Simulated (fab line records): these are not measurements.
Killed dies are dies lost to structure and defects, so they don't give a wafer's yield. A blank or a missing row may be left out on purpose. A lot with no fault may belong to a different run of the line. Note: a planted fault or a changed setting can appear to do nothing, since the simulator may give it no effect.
3 desks, one fault ; flow nandHarc ; numbers are kept per desk, each desk with only its own; the story behind them comes last

THE DEFECT DESK
Inspection counts along the route, by lot: the mean over sampled wafers that carry a number. Marked OUT: a lot whose mean sits more than 4 standard deviations from the usual mean, which makes it out of limits; the brackets give that distance.
Columns: A = rawDefectCount at NHARC_A_CHANNEL_HOLE_D1_INSPECT_40, usual 59
lot;first seen here;A
L925;day 8 09:55;52
L924;day 8 11:10;40
L926;day 9 00:52;44
L927;day 9 01:09;79
L933;day 10 19:07;1010 (+59) OUT
L937;day 11 19:14;56
L936;day 11 23:56;57
L935;day 12 00:08;1021 (+60) OUT
L940;day 12 14:49;57
L944;day 13 04:28;78
L945;day 13 20:14;50
Finding of this desk: L933, L935 out of limits; the first was L933 at day 10 19:07, on rawDefectCount at NHARC_A_CHANNEL_HOLE_D1_INSPECT_40. In limits: L925, L924, L926, L927, L937, L936, L940, L944, L945.

THE TOOL OWNER'S DESK: rieDiel-13
The tool's own readings at NHARC_A_CHANNEL_HOLE_D1_ETCH_34 (etches the open film in CF4/CHF3, target depth 154 nm, time 77 s): means of the sampled wafers that have a number, for each lot that ran on this tool. Marked OUT: a lot whose mean sits more than 4 standard deviations from the usual mean, which makes it out of limits; the brackets give that distance.
Columns: A = drypumpMotorCurrentA at NHARC_A_CHANNEL_HOLE_D1_ETCH_34, usual 5.6 A; B = mfcArSccm at NHARC_A_CHANNEL_HOLE_D1_ETCH_34, usual 0.010 sccm; C = oesProductAu at NHARC_A_CHANNEL_HOLE_D1_ETCH_34, usual 0.939 a.u.; D = rfVppV at NHARC_A_CHANNEL_HOLE_D1_ETCH_34, usual 370.9 V; E = showerheadPlenumPTorr at NHARC_A_CHANNEL_HOLE_D1_ETCH_34, usual 1.58 Torr; F = throttleValvePct at NHARC_A_CHANNEL_HOLE_D1_ETCH_34, usual 16.802 %
lot;first seen here;A;B;C;D;E;F
L925;day 8 03:28;5.3;0.013;0.928;371.2;1.57;16.807
L924;day 8 04:44;5.4;0.005;0.930;370.8;1.57;16.807
L927;day 8 18:43;5.3;0.013;0.966;370.5;1.57;16.799
L933;day 10 09:23;5.4;0.005;0.916;370.3;1.57;16.798
L935;day 11 17:40;5.4;0.005;0.924;370.5;1.57;16.804
This desk found nothing out of limits on any of the 5 lots.

AT THE METROLOGY DESK
Means of the sampled wafers that have a number, per lot and without regard to the tool the lot ran on: this is what the gauges read. Marked OUT: a lot whose mean sits more than 4 standard deviations from the usual mean, which makes it out of limits; the brackets give that distance.
Columns: A = overlayXNm at NHARC_A_CHANNEL_HOLE_D1_OVL_MEAS_11, usual 0.0 nm; B = overlayYNm at NHARC_A_CHANNEL_HOLE_D1_OVL_MEAS_11, usual 0.1 nm
lot;first seen here;A;B
L925;day 8 02:55;-0.7;-0.3
L924;day 8 04:11;-0.9;0.7
L926;day 8 17:54;-0.2;-0.3
L927;day 8 18:10;-0.4;0.4
L933;day 10 08:24;0.0;-0.0
L937;day 11 12:14;-0.6;0.1
L936;day 11 16:58;-0.9;0.4
L935;day 11 17:08;0.7;-1.5
L940;day 12 07:25;-0.2;-1.1
L944;day 12 21:28;0.2;0.3
L945;day 13 13:14;0.8;1.2
This desk found nothing out of limits on any of the 11 lots.

TAKEN TOGETHER
The defect desk could have raised an alarm at day 10 19:07, on L933, L935.
The desk of the tool owner found nothing out of limits.
From the metrology desk's view, nothing was out of limits.
Tool owner's desk: L933, L935 on record, inside its limits.
The metrology desk holds a record of L933, L935, inside its limits.
On rieDiel-13, each named lot ran NHARC_A_CHANNEL_HOLE_D1_ETCH_34.

WHAT THE SIMULATOR HAD INSERTED
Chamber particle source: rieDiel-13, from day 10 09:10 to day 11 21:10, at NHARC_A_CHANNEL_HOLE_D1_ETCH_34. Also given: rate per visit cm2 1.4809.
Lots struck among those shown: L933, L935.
Hours from the fault's start to each desk's first reading out of limits: the defect desk, 10.
